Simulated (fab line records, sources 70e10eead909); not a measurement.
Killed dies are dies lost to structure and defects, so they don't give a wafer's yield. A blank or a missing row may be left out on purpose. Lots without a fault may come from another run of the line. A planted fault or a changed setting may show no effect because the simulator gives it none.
Chamber matching | flow nand_harc | NHARC_A_CONTACT_DESCUM_13 on rie_diel-12: 4 sister chambers
The step chemistry O2, time 3 s. 20 wafers are shown with their chamber, then 10 later ones without.

WAFERS WITH THEIR CHAMBER
wafer  | chamber | drypump_motor_current_A (A) | showerhead_plenum_p_Torr (Torr) | oes_product_au (a.u.)
L824.2 | 2       | 6.2                         | 2.07                            | 1.013
L824.3 | 3       | 5.3                         | 2.02                            | 0.984
L824.5 | 2       | 6.2                         | 2.07                            | 1.004
L826.1 | 2       | 6.2                         | 2.07                            | 1.017
L826.2 | 0       | 5.1                         | 1.88                            | 1.002
L826.4 | 1       | 5.0                         | 2.02                            | 1.012
L825.1 | 0       | 5.2                         | 1.88                            | 1.005
L825.4 | 2       | 6.2                         | 2.07                            | 1.027
L825.6 | 2       | 6.2                         | 2.07                            | 1.018
L827.2 | 3       | 5.3                         | 2.02                            | 1.004
L827.3 | 2       | 6.2                         | 2.07                            | 1.010
L827.4 | 0       | 5.1                         | 1.88                            | 0.996
L836.1 | 3       | 5.4                         | 2.02                            | 1.005
L836.3 | 1       | 5.0                         | 2.01                            | 1.000
L836.4 | 2       | 6.2                         | 2.07                            | 1.015
L835.1 | 3       | 5.3                         | 2.02                            | 0.993
L835.4 | 1       | 5.0                         | 2.01                            | 1.007
L835.6 | 2       | 6.2                         | 2.07                            | 1.007
L838.4 | 3       | 5.3                         | 2.01                            | 0.988
L838.5 | 0       | 5.1                         | 1.87                            | 1.012

SIGNATURES (means of the wafers above)
reading                  | chamber 0 | chamber 1 | chamber 2 | chamber 3 | scatter within a chamber
drypump_motor_current_A  | 5.125     | 5.000     | 6.200     | 5.320     | 0.0311
showerhead_plenum_p_Torr | 1.8775    | 2.0133    | 2.0700    | 2.0180    | 0.00372
oes_product_au           | 1.00375   | 1.00633   | 1.01387   | 0.99480   | 0.00759
Rule: a wafer's distance from a chamber is the root of the sum, over the readings, of the square of ((its reading less the chamber's mean) divided by the reading's scatter). The wafer belongs to the nearest chamber; if the next one is less than 2 further off, it can't be placed. The scatter: the root of (the sum of the squares of (reading less its chamber's mean) over the shown wafers, divided by (wafers less chambers)).

WAFERS WITHOUT THEIR CHAMBER
wafer  | drypump_motor_current_A (A) | showerhead_plenum_p_Torr (Torr) | oes_product_au (a.u.)
L838.6 | 5.3                         | 2.01                            | 1.004
L841.2 | 5.0                         | 2.01                            | 0.989
L841.4 | 5.3                         | 2.01                            | 0.988
L841.5 | 5.0                         | 2.01                            | 0.989
L846.1 | 5.3                         | 2.01                            | 0.998
L846.2 | 6.2                         | 2.06                            | 1.004
L846.3 | 5.1                         | 1.87                            | 1.009
L847.3 | 5.1                         | 1.87                            | 1.000
L847.5 | 5.1                         | 1.87                            | 0.996
L847.6 | 5.3                         | 2.01                            | 0.990

WHICH CHAMBER EACH WENT THROUGH
wafer  | from the rows above | in truth
L838.6 | 3                   | 3
L841.2 | 1                   | 1
L841.4 | 3                   | 3
L841.5 | 1                   | 1
L846.1 | 3                   | 3
L846.2 | 2                   | 2
L846.3 | 0                   | 0
L847.3 | 0                   | 0
L847.5 | 0                   | 0
L847.6 | 3                   | 3
Placed correctly: 10 of 10. Can't be placed from these rows: 0. Placed wrongly: 0.
